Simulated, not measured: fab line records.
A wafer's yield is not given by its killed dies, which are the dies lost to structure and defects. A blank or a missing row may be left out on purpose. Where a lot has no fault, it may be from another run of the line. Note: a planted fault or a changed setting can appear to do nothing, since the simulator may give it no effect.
fab line records	flow nand-harc
[record] lots = 5	wafers = 15	last-day = 24
route steps=1159 shown A_STAIRCASE@583 END@1159
lots with no fault: from the same line, run without faults
start-h: hours from the record's first day to the start of the lot's first wafer shown	wait-h: hours since the lot's step before	" the same as in the row above	L1.1+2: a row that stands for several wafers	- either no value or no given start	* or withheld: withheld	< > ~ a bound
route shown NAME@n: names a module that has steps shown in the file, with the first one's number in the route	usual: mean/standard deviation of fault-free wafers	same: alike in all rows	chamber/n: place in a boat	sites: the reading at each site	_std_site: standard deviation of those values	_edge_site: the outer-site mean with the inner-site mean subtracted	radius-mm: for every site, how far away it sits from the centre of the wafer	mask NAME#n: copy n	behind: tool/chamber where the wafer was last shaped	hold: cause of the lot's hold/its duration in hours/its outcome	device: the transistor (n, p or np) that didn't switch	end of line: tests run on the same wafers once the route is complete	a step without rows: its recipe alone	killed: at the first sort, the dies lost to defects and structure; wafer yield is something else	map: a wafer's dies, marking killed ones x, the rest . and places with no die _
set.NAME: setting as actually run; set.NAME@STEP: the setting as run at that earlier step	model.NAME: the simulator's own value behind a step, which no gauge read
a table for each step, a row for each wafer; lots at some steps of the route
services: from which hour (start-h, from the record's first day; less than 0 if before it) a tool's chamber was out of use, for how many hours, and why
[[steps]]
[step NHARC_A_STAIRCASE_TRIM_189]
[recipe] time-s = 211.2	o2-flow-sccm = 500	ar-flow-sccm = 0	bias-w = 0	chemistry = O2
[usual] drypump-motor-current-A = 5.8/0.44	oes-product-au = 0.995/0.011	rf-vpp-V = 57.6/0.88	showerhead-plenum-p-Torr = 3.50/0.11	throttle-valve-pct = 17.036/0.01
lot.wafer	tool	chamber	start-h	wait-h	drypump-motor-current-A	oes-product-au	rf-hours-counter-h	rf-vpp-V	showerhead-plenum-p-Torr	throttle-valve-pct
L601.1	rie-diel-08	0	-	-	6.1	0.975	56	57.5	3.34	17.029
L601.3	"	1	"	"	5.1	1.007	62	58.8	3.44	17.038
L601.2	"	2	"	"	5.9	0.995	59	56.8	3.63	17.034
L600.3	rie-diel-08	0	-	-	6.2	0.969	57	56.1	3.34	17.044
L600.4	"	2	"	"	5.9	1.002	60	59.0	3.63	17.037
L600.6	"	0	"	"	6.2	0.973	-	59.7	3.34	17.034
L606.2	rie-diel-01	3	-	-	5.5	0.987	8	57.3	3.33	17.038
L606.4	"	0	"	"	6.6	1.002	8	57.8	3.44	17.042
L606.5	"	3	"	"	5.5	0.987	-	56.2	3.33	17.027
L610.2	rie-diel-08	3	-	-	5.3	0.995	30	58.8	3.60	17.037
L610.4	"	1	"	"	5.1	0.997	26	57.8	3.42	17.029
L610.5	"	2	"	"	5.9	0.996	-	57.9	3.61	17.031
L613.4	rie-diel-02	1	-	-	6.0	0.991	11	58.0	3.63	17.038
L613.3	"	2	"	"	5.9	0.991	11	57.1	3.37	17.042
L613.5	"	0	"	"	5.1	1.001	-	57.6	3.53	17.042
[step NHARC_A_STAIRCASE_ETCH_190]
[recipe] target-depth-a = 1000	time-s = 40.5	ion-energy-ev = 400	c4f8-flow-sccm = 20	o2-flow-sccm = 10	ar-flow-sccm = withheld	rf-w = 600	bias-w = 1000	chemistry = C4F8/O2
[step NHARC_A_STAIRCASE_TRIM_191]
[recipe] time-s = 211.2	o2-flow-sccm = 500	ar-flow-sccm = 0	bias-w = 0	chemistry = O2
[usual] drypump-motor-current-A = 5.8/0.45	oes-product-au = 0.997/0.013	rf-vpp-V = 57.7/0.92	showerhead-plenum-p-Torr = 3.50/0.11	throttle-valve-pct = 17.037/0.0081
lot.wafer	tool	chamber	start-h	wait-h	drypump-motor-current-A	oes-product-au	rf-hours-counter-h	rf-vpp-V	showerhead-plenum-p-Torr	throttle-valve-pct
L601.1	rie-diel-08	3	-	-	5.3	0.985	64	59.2	3.62	17.039
L601.2	"	0	"	"	6.1	0.983	56	56.3	3.34	17.025
L601.3	"	1	"	"	5.0	1.011	62	56.9	3.44	17.042
L600.3	rie-diel-08	3	-	-	5.3	0.972	65	58.4	3.62	17.044
L600.4	"	1	"	"	5.1	0.994	62	59.2	3.44	17.024
L600.6	"	0	"	"	6.1	0.966	-	56.7	3.34	17.037
L606.4	rie-diel-01	1	-	-	5.8	1.014	7	59.4	3.61	17.023
L606.2	"	3	"	"	5.5	0.995	8	58.7	3.33	17.027
L606.5	"	0	"	"	6.6	1.009	-	58.4	3.43	17.051
L610.2	rie-diel-08	3	-	-	5.3	0.997	30	57.2	3.60	17.041
L610.4	"	0	"	"	6.1	0.991	22	57.9	3.33	17.039
L610.5	"	2	"	"	5.9	0.998	-	58.5	3.61	17.023
L613.3	rie-diel-02	0	-	-	5.1	0.994	8	57.2	3.53	17.033
L613.4	"	2	"	"	5.9	1.000	11	56.7	3.37	17.047
L613.5	"	0	"	"	5.1	0.999	-	57.4	3.53	17.034
[step NHARC_A_STAIRCASE_ETCH_192]
[recipe] target-depth-a = 1000	time-s = 40.5	ion-energy-ev = 400	c4f8-flow-sccm = 20	o2-flow-sccm = 10	ar-flow-sccm = withheld	rf-w = 600	bias-w = 1000	chemistry = C4F8/O2
[usual] oes-product-au = 0.935/0.013	rf-vpp-V = 895/3.9
lot.wafer	tool	chamber	start-h	wait-h	oes-product-au	rf-hours-counter-h	rf-vpp-V
L601.3	rie-diel-08	3	-	-	0.915	64	898
L601.2	"	0	"	"	0.923	56	889
L601.1	"	1	"	"	0.958	62	894
L600.4	rie-diel-08	1	-	-	0.955	62	892
L600.3	"	0	"	"	0.925	57	890
L600.6	"	1	"	"	0.954	-	892
L606.2	rie-diel-01	3	-	-	0.925	8	888
L606.4	"	0	"	"	0.930	8	891
L606.5	"	2	"	"	0.929	-	894
L610.2	rie-diel-08	2	-	-	0.932	29	899
L610.4	"	3	"	"	0.927	30	899
L610.5	"	2	"	"	0.935	-	899
L613.4	rie-diel-02	1	-	-	0.939	12	899
L613.3	"	3	"	"	0.952	12	895
L613.5	"	0	"	"	0.942	-	898
[step NHARC_A_STAIRCASE_TRIM_193]
[recipe] time-s = 211.2	o2-flow-sccm = 500	ar-flow-sccm = 0	bias-w = 0	chemistry = O2
[step NHARC_A_STAIRCASE_ETCH_194]
[recipe] target-depth-a = 1000	time-s = 40.5	ion-energy-ev = 400	c4f8-flow-sccm = 20	o2-flow-sccm = 10	ar-flow-sccm = withheld	rf-w = 600	bias-w = 1000	chemistry = C4F8/O2
[step NHARC_A_STAIRCASE_TRIM_196]
[recipe] time-s = 211.2	o2-flow-sccm = 500	ar-flow-sccm = 0	bias-w = 0	chemistry = O2
[step NHARC_A_STAIRCASE_ETCH_197]
[recipe] target-depth-a = 1000	time-s = 40.5	ion-energy-ev = 400	c4f8-flow-sccm = 20	o2-flow-sccm = 10	ar-flow-sccm = withheld	rf-w = 600	bias-w = 1000	chemistry = C4F8/O2
[step NHARC_A_STAIRCASE_TRIM_198]
[recipe] time-s = 211.2	o2-flow-sccm = 500	ar-flow-sccm = 0	bias-w = 0	chemistry = O2
[step NHARC_A_STAIRCASE_ETCH_199]
[recipe] target-depth-a = 1000	time-s = 40.5	ion-energy-ev = 400	c4f8-flow-sccm = 20	o2-flow-sccm = 10	ar-flow-sccm = withheld	rf-w = 600	bias-w = 1000	chemistry = C4F8/O2
[usual] oes-product-au = 0.939/0.014	rf-vpp-V = 895/4.1
lot.wafer	tool	chamber	start-h	wait-h	oes-product-au	rf-hours-counter-h	rf-vpp-V
L601.1	rie-diel-02	2	-	-	0.936	51	890
L601.2	"	3	"	"	0.952	49	895
L601.3	"	0	"	"	0.937	52	896
L600.4	rie-diel-08	1	-	-	0.943	63	893
L600.3	"	2	"	"	0.950	61	899
L600.6	"	2	"	"	0.943	-	899
L606.2	rie-diel-08	2	-	-	0.922	18	900
L606.5	"	3	"	"	0.932	-	900
L606.4	"	2	"	"	0.935	-	898
L610.4	rie-diel-01	2	-	-	0.946	18	894
L610.2	"	3	"	"	0.924	19	889
L610.5	"	1	"	"	0.979	-	898
L613.3	rie-diel-02	0	-	-	0.953	9	897
L613.4	"	3	"	"	0.948	12	895
L613.5	"	1	"	"	0.955	-	901
[step NHARC_A_STAIRCASE_TRIM_200]
[recipe] time-s = 211.2	o2-flow-sccm = 500	ar-flow-sccm = 0	bias-w = 0	chemistry = O2
[usual] drypump-motor-current-A = 5.8/0.44	oes-product-au = 0.997/0.012	rf-vpp-V = 57.7/0.82	showerhead-plenum-p-Torr = 3.50/0.11	throttle-valve-pct = 17.037/0.0094
lot.wafer	tool	chamber	start-h	wait-h	drypump-motor-current-A	oes-product-au	rf-hours-counter-h	rf-vpp-V	showerhead-plenum-p-Torr	throttle-valve-pct
L601.3	rie-diel-02	3	-	-	6.2	1.016	49	57.4	3.53	17.036
L601.1	"	0	"	"	5.1	1.000	52	58.3	3.54	17.027
L601.2	"	1	"	"	6.0	0.994	52	58.2	3.64	17.033
L600.4	rie-diel-08	0	-	-	6.1	0.969	57	56.7	3.34	17.037
L600.3	"	1	"	"	5.1	1.014	63	58.1	3.44	17.043
L600.6	"	3	"	"	5.3	0.984	-	58.8	3.62	17.020
L606.2	rie-diel-08	0	-	-	6.1	1.001	8	57.6	3.34	17.055
L606.4	"	3	"	"	5.3	1.015	-	57.4	3.61	17.028
L606.5	"	2	"	"	5.9	1.003	-	58.5	3.62	17.036
L610.2	rie-diel-01	1	-	-	5.7	1.017	19	55.5	3.61	17.048
L610.4	"	2	"	"	5.9	0.987	18	58.3	3.46	17.034
L610.5	"	0	"	"	6.6	1.010	-	56.4	3.43	17.041
L613.4	rie-diel-02	3	-	-	6.2	1.009	12	57.6	3.52	17.038
L613.3	"	2	"	"	5.9	0.987	11	58.0	3.37	17.040
L613.5	"	3	"	"	6.2	1.001	-	56.4	3.52	17.054
[step NHARC_A_STAIRCASE_ETCH_201]
[recipe] target-depth-a = 1000	time-s = 40.5	ion-energy-ev = 400	c4f8-flow-sccm = 20	o2-flow-sccm = 10	ar-flow-sccm = withheld	rf-w = 600	bias-w = 1000	chemistry = C4F8/O2
[usual] oes-product-au = 0.941/0.017	rf-vpp-V = 895/4
lot.wafer	tool	chamber	start-h	wait-h	oes-product-au	rf-hours-counter-h	rf-vpp-V
L601.3	rie-diel-02	3	295.95	-	0.947	49	897
L601.1	"	0	"	"	0.948	52	897
L601.2	"	1	"	"	0.955	52	900
L600.3	rie-diel-08	3	297.94	-	0.926	65	900
L600.4	"	1	"	"	0.949	63	894
L600.6	"	0	"	"	0.924	-	888
L606.2	rie-diel-08	2	339.91	-	0.947	18	899
L606.4	"	0	"	"	1.156	-	889
L606.5	"	3	"	"	0.955	-	897
L610.2	rie-diel-01	3	363.72	-	0.924	19	888
L610.4	"	2	"	"	0.943	18	893
L610.5	"	0	"	"	0.940	-	894
L613.3	rie-diel-02	2	366.84	-	0.937	11	891
L613.4	"	3	"	"	0.944	12	896
L613.5	"	2	"	"	0.937	-	891
[step NHARC_A_STAIRCASE_TRIM_202]
[recipe] time-s = 211.2	o2-flow-sccm = 500	ar-flow-sccm = 0	bias-w = 0	chemistry = O2
[step NHARC_END_SORT_01]
[recipe] temp-c = 25
[usual] killed-at-array = 26/9.1	killed-at-other = 0.7/0.9	killed-at-periphery = 3.6/2.8	killed-dies = 30/9.2	killed-open = 3.0/1.9	killed-short = 2.0/1.4
[same] gross-dies = 677
lot.wafer	tool	chamber	start-h	wait-h	hold	killed-at-array	killed-at-other	killed-at-periphery	killed-dies	killed-open	killed-short
L601.1	prober-01	0	489.48	2.5	-	28	2	2	32	3	3
L601.2	prober-01	0	490.28	2.8	-	23	0	1	24	5	2
L601.3	prober-01	0	491.07	3.1	-	22	1	0	23	5	4
L600.3	prober-02	0	491.12	3.1	-	27	2	4	33	2	3
L600.4	prober-02	0	491.91	3.4	-	16	1	4	21	2	0
L600.6	prober-02	0	493.50	4.0	-	24	1	1	26	1	2
L606.2	prober-01	0	562.55	2.8	await-dispo/3.3h/release	27	2	5	34	3	2
L606.4	prober-01	0	564.17	3.4	await-dispo/3.3h/release	670	0	7	677	6	3
L606.5	prober-01	0	564.98	3.7	await-dispo/3.3h/release	23	1	7	31	6	3
L610.2	prober-01	0	578.31	2.8	-	51	0	0	51	4	3
L610.4	prober-01	0	579.89	3.4	-	42	0	1	43	2	0
L610.5	prober-01	0	580.68	3.7	-	50	1	2	53	4	2
L613.3	prober-02	0	578.90	3.1	-	23	3	10	36	5	1
L613.4	prober-02	0	579.69	3.4	-	21	0	11	32	2	2
L613.5	prober-02	0	580.49	3.7	-	22	2	10	34	4	2
// killed by level:class
L601.1 A_SLIT:chamber-film-flake=11 A_CHANNEL_HOLE_D1:chamber-film-flake=6 A_STAIRCASE:chamber-film-flake=5 A_CONTACT:chamber-film-flake=2 P_CONTACT:geometric-particle:open=1 A_CHANNEL_FILL_D1:geometric-particle:short=1 A_WL_FILL:geometric-particle:open=1 A_CONTACT:geometric-particle:open=1
L601.2 A_SLIT:chamber-film-flake=8 A_CHANNEL_HOLE_D1:chamber-film-flake=3 A_STAIRCASE:chamber-film-flake=3 A_M0:geometric-particle:open=2 A_CHANNEL_FILL_D1:geometric-particle:open=1 A_SGD_CUT:geometric-particle:open=1 A_WL_FILL:geometric-particle:open=1 A_BLC:geometric-particle:short=1
L601.3 A_SLIT:chamber-film-flake=6 A_STAIRCASE:chamber-film-flake=4 A_CHANNEL_HOLE_D1:chamber-film-flake=3 A_CHANNEL_FILL_D1:geometric-particle:open=2 A_CHANNEL_FILL_D1:geometric-particle:short=2 A_WL_FILL:geometric-particle:short=2 A_CONTACT:geometric-particle:open=2 A_WL_FILL:geometric-particle:open=1
L600.3 A_CHANNEL_HOLE_D1:chamber-film-flake=18 A_STAIRCASE:chamber-film-flake=4 P_GATE:chamber-film-flake=2 P_GATE:geometric-particle:short=1 A_CHANNEL_FILL_D1:geometric-particle:open=1 A_SGD_CUT:geometric-particle:short=1 A_M0:geometric-particle:open=1 STARTING-WAFER:geometric-particle:short=1
L600.4 A_CHANNEL_HOLE_D1:chamber-film-flake=9 A_STAIRCASE:chamber-film-flake=3 A_CONTACT:chamber-film-flake=3 P_STI:chamber-film-flake=2 P_CONTACT:geometric-particle:open=1 A_CONTACT:geometric-particle:open=1 P_GATE:chamber-film-flake=1 THIN_TSV:chamber-film-flake=1
L600.6 A_CHANNEL_HOLE_D1:chamber-film-flake=16 A_STAIRCASE:chamber-film-flake=3 A_ONON_D1:geometric-particle:open=1 A_ONON_D1:geometric-particle:short=1 A_WL_FILL:geometric-particle:short=1 P_GATE:chamber-film-flake=1 A_WL_FILL:chamber-film-flake=1 A_M0:chamber-film-flake=1
L606.2 A_CHANNEL_HOLE_D1:chamber-film-flake=16 A_CONTACT:chamber-film-flake=5 P_M1:chamber-film-flake=3 P_CONTACT:geometric-particle:open=1 A_STAIRCASE:geometric-particle:open=1 A_WL_FILL:geometric-particle:open=1 A_M0:geometric-particle:short=1 STARTING-WAFER:geometric-particle:short=1
L606.4 A_STAIRCASE:area-etch=636 A_CHANNEL_HOLE_D1:chamber-film-flake=18 A_CONTACT:chamber-film-flake=8 P_GATE:geometric-particle:short=2 P_CONTACT:geometric-particle:open=2 P_BONDPAD:chamber-film-flake=2 A_SGD_CUT:geometric-particle:short=1 A_SGD_CUT:geometric-particle:open=1
L606.5 A_CHANNEL_HOLE_D1:chamber-film-flake=14 P_BONDPAD:chamber-film-flake=4 A_CONTACT:chamber-film-flake=3 P_M0:geometric-particle:open=2 A_ONON_D1:geometric-particle:open=2 P_M0:geometric-particle:short=1 A_SGD_CUT:geometric-particle:short=1 A_CONTACT:geometric-particle:open=1
L610.2 A_CHANNEL_HOLE_D1:chamber-film-flake=18 A_SLIT:chamber-film-flake=17 A_CONTACT:chamber-film-flake=6 A_ZERO_WELL:chamber-film-flake=3 A_CONTACT:geometric-particle:open=2 A_ONON_D1:geometric-particle:short=1 A_WL_FILL:geometric-particle:short=1 A_WL_FILL:geometric-particle:open=1
L613.3 A_CHANNEL_HOLE_D1:chamber-film-flake=11 P_CONTACT:chamber-film-flake=5 A_CONTACT:chamber-film-flake=4 P_M2:chamber-film-flake=3 A_SLIT:chamber-film-flake=2 THIN_TSV:chamber-film-flake=2 P_M0:geometric-particle:short=1 A_ONON_D1:geometric-particle:open=1
L613.4 A_CHANNEL_HOLE_D1:chamber-film-flake=8 A_CONTACT:chamber-film-flake=7 P_CONTACT:chamber-film-flake=6 P_M2:chamber-film-flake=5 A_SOURCE_PLATE:geometric-particle:open=1 A_ONON_D1:geometric-particle:short=1 A_BLC:geometric-particle:open=1 A_M0:geometric-particle:short=1
L610.4 A_CHANNEL_HOLE_D1:chamber-film-flake=21 A_SLIT:chamber-film-flake=12 A_CONTACT:chamber-film-flake=6 P_CONTACT:geometric-particle:open=1 A_CONTACT:geometric-particle:open=1 A_ZERO_WELL:chamber-film-flake=1 A_CHANNEL_FILL_D1:chamber-film-flake=1
L613.5 A_CHANNEL_HOLE_D1:chamber-film-flake=10 A_CONTACT:chamber-film-flake=6 P_M2:chamber-film-flake=4 P_CONTACT:chamber-film-flake=3 P_GATE:geometric-particle:open=2 THIN_TSV:chamber-film-flake=2 A_SOURCE_PLATE:geometric-particle:short=1 A_WL_FILL:geometric-particle:short=1
L610.5 A_CHANNEL_HOLE_D1:chamber-film-flake=24 A_SLIT:chamber-film-flake=14 A_CONTACT:chamber-film-flake=7 P_M0:geometric-particle:open=1 P_M1:geometric-particle:open=1 A_SGD_CUT:geometric-particle:open=1 A_M1:geometric-particle:open=1 A_M1:geometric-particle:short=1
// map L606.4 (x killed, . not)
____________x____________
_________xxxxxxx_________
_______xxxxxxxxxxx_______
______xxxxxxxxxxxxx______
_____xxxxxxxxxxxxxxx_____
____xxxxxxxxxxxxxxxxx____
____xxxxxxxxxxxxxxxxx____
___xxxxxxxxxxxxxxxxxxx___
___xxxxxxxxxxxxxxxxxxx___
__xxxxxxxxxxxxxxxxxxxxx__
__xxxxxxxxxxxxxxxxxxxxx__
_xxxxxxxxxxxxxxxxxxxxxxx_
_xxxxxxxxxxxxxxxxxxxxxxx_
_xxxxxxxxxxxxxxxxxxxxxxx_
_xxxxxxxxxxxxxxxxxxxxxxx_
_xxxxxxxxxxxxxxxxxxxxxxx_
xxxxxxxxxxxxxxxxxxxxxxxxx
xxxxxxxxxxxxxxxxxxxxxxxxx
xxxxxxxxxxxxxxxxxxxxxxxxx
xxxxxxxxxxxxxxxxxxxxxxxxx
xxxxxxxxxxxxxxxxxxxxxxxxx
_xxxxxxxxxxxxxxxxxxxxxxx_
_xxxxxxxxxxxxxxxxxxxxxxx_
_xxxxxxxxxxxxxxxxxxxxxxx_
_xxxxxxxxxxxxxxxxxxxxxxx_
_xxxxxxxxxxxxxxxxxxxxxxx_
__xxxxxxxxxxxxxxxxxxxxx__
__xxxxxxxxxxxxxxxxxxxxx__
___xxxxxxxxxxxxxxxxxxx___
___xxxxxxxxxxxxxxxxxxx___
____xxxxxxxxxxxxxxxxx____
____xxxxxxxxxxxxxxxxx____
_____xxxxxxxxxxxxxxx_____
______xxxxxxxxxxxxx______
_______xxxxxxxxxxx_______
_________xxxxxxx_________
____________x____________
// map L600.3 (x killed, . not)
____________.____________
_________xx....._________
_______..........._______
______.............______
_____..............._____
____.................____
____.................____
___...................___
___...................___
__.....................__
__.....................__
_x........x............._
_......................._
_.........x............._
_..........x............_
_......................._
....x....................
........x................
...xx...x................
......x.x................
..x..xx...x........x.....
_.xx.xxx................_
_...x.xxx..............._
_...x..................._
_......................._
_....x.................._
__.....................__
__.....................__
___...................___
___..x...x............___
____.................____
____.................____
_____..............._____
______....x........______
_______..........x_______
_________......._________
____________.____________
[[services]]
tool	chamber	start-h	hours	kind
rie-diel-08	0	281.30	-	clean
rie-diel-08	1	281.30	-	clean
rie-diel-08	2	281.30	-	clean
rie-diel-08	3	281.30	-	clean
rie-diel-08	-	301.82	9.0	pm
rie-diel-08	0	301.82	9.0	vent-cycle
rie-diel-08	1	301.82	9.0	vent-cycle
rie-diel-08	2	301.82	9.0	vent-cycle
rie-diel-08	3	301.82	9.0	vent-cycle
rie-diel-08	0	310.82	-	clean
rie-diel-08	0	310.82	-	consumable-replace:focus-ring
rie-diel-08	1	310.82	-	clean
rie-diel-08	2	310.82	-	clean
rie-diel-08	2	310.82	-	consumable-replace:focus-ring
rie-diel-08	3	310.82	-	clean
rie-diel-01	-	314.97	9.0	pm
rie-diel-08	0	318.40	14.4	repair
rie-diel-02	-	328.58	9.0	pm
rie-diel-08	1	331.54	11.2	repair
rie-diel-08	0	335.55	-	clean
rie-diel-08	2	335.55	-	clean
rie-diel-08	3	335.55	-	clean
rie-diel-02	0	337.94	7.0	repair
rie-diel-08	0	360.09	-	clean
[[key]]
[first-sign] step = NHARC_A_STAIRCASE_ETCH_201	reading = oes-product-au	direction = up	sigmas = 13	usual = 0.941	struck = 1.156
[effect] step = NHARC_END_SORT_01	reading = killed-at-array	direction = up	sigmas = 71	usual = 26	struck = 670
[more-kills-born-at] NHARC_A_STAIRCASE_ETCH_201@rie-diel-08 = 636
met-at NHARC_A_STAIRCASE_ETCH_201
struck-wafers L606.4
later-rows-left-out L606.4
tester-left-out L606
onset-between 297.94 339.91
[fault] kind = process-parameter-drift	tool = rie-diel-08	chamber = 0	onset-h = 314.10	steps = NHARC_A_STAIRCASE_ETCH_201	channel = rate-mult	offset = 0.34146	shape = step	end-h = 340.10
// tester-left-out: of these lots the tester's yield and bins aren't shown, on N5 and GAA mostly nor the transistor test; their killed dies are dies lost to structure and defects alone, not to doping, threshold or leakage, so they don't give the yield
// later-rows-left-out: the simulator's readings of these wafers behind a module that went badly wrong aren't trusted and aren't shown, but for the sort
